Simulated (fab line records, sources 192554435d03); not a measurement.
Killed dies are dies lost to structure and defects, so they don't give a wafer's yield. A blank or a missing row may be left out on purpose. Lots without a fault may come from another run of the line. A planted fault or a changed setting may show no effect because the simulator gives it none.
Which tool did it? | flow n5_finfet | 12 lots, 36 wafers sampled, at 2 steps of a route of 1938

WHAT THE GAUGES READ, wafer by wafer
N5_BEOL_M2_THK_MEAS_53: measures by xrf.
lot  | measured     | on            | M2_THK (nm)
L078 | day 8 05:34  | film_metro-02 | 38.0 36.7 37.9
L077 | day 8 07:28  | film_metro-02 | 38.5 37.8 40.1
L079 | day 8 17:38  | film_metro-02 | 39.3 38.3 39.1
L081 | day 9 04:01  | film_metro-01 | 40.6 39.6 40.3
L083 | day 9 13:03  | film_metro-01 | 37.5 39.7 38.8
L084 | day 11 08:58 | film_metro-01 | 38.7 40.8 40.7
L087 | day 11 15:06 | film_metro-02 | 39.8 40.3 42.9
L089 | day 11 18:58 | film_metro-01 | 37.3 37.3 35.9
L091 | day 12 03:05 | film_metro-01 | 38.9 40.6 39.9
L092 | day 12 11:27 | film_metro-02 | 41.7 39.7 37.2
L095 | day 12 22:50 | film_metro-02 | 38.9 39.4 36.4
L097 | day 13 16:19 | film_metro-02 | 39.0 36.3 40.1

WHICH TOOL RAN EACH LOT (tool, then ch and the chambers of the sampled wafers, then the start)
lot  | N5_BEOL_M2_ANNEAL_87
L078 | pvd_sputter-03, day 8 03:45
L077 | pvd_sputter-03, day 8 05:35
L079 | pvd_sputter-01, day 8 15:50
L081 | pvd_sputter-03, day 9 02:12
L083 | pvd_sputter-02, day 9 11:14
L084 | pvd_sputter-01, day 11 07:05
L087 | pvd_sputter-03, day 11 13:18
L089 | pvd_sputter-01, day 11 17:08
L091 | pvd_sputter-02, day 12 01:16
L092 | pvd_sputter-03, day 12 09:38
L095 | pvd_sputter-01, day 12 21:02
L097 | pvd_sputter-01, day 13 14:30
- N5_BEOL_M2_ANNEAL_87: time 240 s.

THE ANSWER, worked out from the rows above alone
Rule: what is usual is taken from the lots themselves. Put in order of their means at a reading, lots are off if they are a third of the lots or fewer, leave a main group of 4 or more, and stand apart from it by a gap of 3 or more times the standard deviation of the main group's means; of several such gaps the widest counts. A main group whose means are all the same, to the digits that the tables above print for the reading, isn't used. A lot without any number at a reading at which 4 lots or more have one is off too. The other lots that the step has rows for count as sound.
No lot is off at any reading shown: from this, nothing can be told.

WHAT THE SIMULATOR HAD PUT IN
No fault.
